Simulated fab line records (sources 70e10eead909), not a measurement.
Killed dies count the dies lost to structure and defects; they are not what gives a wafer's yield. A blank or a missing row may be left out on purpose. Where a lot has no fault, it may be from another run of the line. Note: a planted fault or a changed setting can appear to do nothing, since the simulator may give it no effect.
A lot that was struck, set against a sound lot    flow nandHarc    17 out of 1159 route steps
Sound: wafers L877.2, L877.4, L877.6. Struck: wafer L888.5; the same lot's L888.3 was not struck, so it is left out; see the end for the cause.
For every step that has rows: the tool of each side, followed by ch and its chambers, followed by its first start. Under that, the readings that differ: sound wafers    struck wafers    difference of the means    sigmas: that difference in standard deviations of wafers without a fault.
alike: readings whose means differ by less than 2 such deviations, and words and numbers that are the same on both sides. not compared: withheld readings, readings that some wafer has no value for, bounds like >300 that may hide the same value, and numbers for which the record gives no deviation and whose values overlap.
A row with sigmas, a row that says differs or no value, or rows on one side alone: a step with any of these is where the two part. Numbers that don't overlap but have no deviation are shown without sigmas and don't part them. A reading that every wafer of one side lacks parts them only if that side has two wafers or more.

NHARC_P_M0_OVL_MEAS_10: pitch 180 nm.
  sound on overlay-01 at day 6 04:18; struck on overlay-02 at day 8 23:06
  alike: overlayXNm, overlayYNm
NHARC_P_M0_INSPECT_11:
  sound on defectInspect-02 at day 6 04:20; struck on defectInspect-01 at day 8 23:08
  alike: rawDefectCount
NHARC_P_M0_DESCUM_14: chemistry O2, time 3 s.
  sound on rieDiel-06 ch 0,3, day 6 04:24; struck on rieDiel-06 ch 1, day 8 23:13
reading                       sound              struck  difference  sigmas
oesProductAu (a.u.)           0.993 0.999 1.000  1.020   +0.023      +2
showerheadPlenumPTorr (Torr)  2.02 1.96 1.96     1.80    -0.18       -2
  alike: drypumpMotorCurrentA, o2FlowSccm, rfVppV, throttleValvePct
  not compared: rfHoursCounterH
then, 2 steps without rows for these wafers: NHARC_P_M0_ETCH_34 (etches the open film in N2/H2, target depth 40 nm, overetch 12 nm, time 43.94 s); NHARC_P_M0_ETCH_15 (etches the open film in C4F8/Ar, target depth 150 nm, overetch 15 nm, time 82.5 s).
NHARC_P_M0_CD_MEAS_16:
  sound on cdSem-01 at day 6 04:42; struck on cdSem-02 at day 8 23:33
  alike: cdNm
NHARC_P_M0_STRIP_18: strips in N2/H2.
  sound on rieDiel-05 ch 1,3, day 6 04:46; struck on rieDiel-05 ch 0, day 8 23:40
reading               sound                 struck  difference  sigmas
powerW (W)            1006 1001 998         994     -8          -2
throttleValvePct (%)  14.178 14.147 14.160  14.179  +0.017      +2
  alike: drypumpMotorCurrentA, oesProductAu, rfVppV, showerheadPlenumPTorr
  not compared: rfHoursCounterH
then, 2 steps without rows for these wafers: NHARC_P_M0_STRIP_19 (strips in post etch residue remover, time 600 s); NHARC_P_M0_DEGAS_28 (time 60 s).
NHARC_P_M0_PRE_CLEAN_29: time 30 s.
  sound on pvdSputter-03; struck on pvdSputter-02
  alike: heaterPowerW
then, 1 step without rows for these wafers: NHARC_P_M0_PVD_20 (deposits TaN, target thk 5 nm, time 8.06 s).
NHARC_P_M0_PVD_21: deposits Cu, target thk 30 nm, time 20.49 s.
  sound on pvdSputter-03; struck on pvdSputter-02
  alike: throttleValvePct
NHARC_P_M0_ECD_22: material Cu, target thk 400 nm.
  sound on ecdCu-01 ch 0,1, day 6 05:44; struck on ecdCu-02 ch 0, day 9 00:40
NHARC_P_M0_ANNEAL_30: time 90 s.
  sound on rtpAnneal-02 ch 0, day 6 06:10; struck on rtpAnneal-02 ch 0, day 9 01:00
  alike: wafer_temp_C_max
NHARC_P_M0_CMP_23: polishes, t overpolish 20 s, target thk 117.53 nm.
  sound on cmp-03 ch 1,2,3, day 6 06:27; struck on cmp-01 ch 0, day 9 01:16
reading              sound           struck  difference  sigmas
timeToEndpointS (s)  28.7 28.0 32.8  11.3    -18.5       -6
  alike: motorCurrentA, retainingRingPressureFrac
NHARC_P_M0_THK_MEAS_24: measures by xrf.
  sound on filmMetro-01 at day 6 06:46; struck on filmMetro-01 at day 9 01:34
  alike: thkNm
-- break in the record here, with 13 days between the starts of the struck wafers on either side (left off in module P_M0, picked up again in module END, where the first step shown is number 1159 on the route) --
NHARC_END_SORT_01:
  sound on prober-02 ch 0, day 19 17:45; struck on prober-01 ch 0, day 21 22:10
  alike: defectLimitedYield, killedAtArray, killedAtOther, killedAtPeriphery, killedDies, killedOpen, killedShort, sort_bin_2_pct, sort_bin_3_pct, sort_bin_4_pct, sortNPass, sortRimYieldPct, sortYieldPct

WHERE THEY PART
Last at NHARC_P_M0_CMP_23 as far as this record goes, first at NHARC_P_M0_DESCUM_14. Later steps at which nothing parts them and some readings are alike: NHARC_P_M0_THK_MEAS_24, NHARC_END_SORT_01.

WHY: what the simulator had put in
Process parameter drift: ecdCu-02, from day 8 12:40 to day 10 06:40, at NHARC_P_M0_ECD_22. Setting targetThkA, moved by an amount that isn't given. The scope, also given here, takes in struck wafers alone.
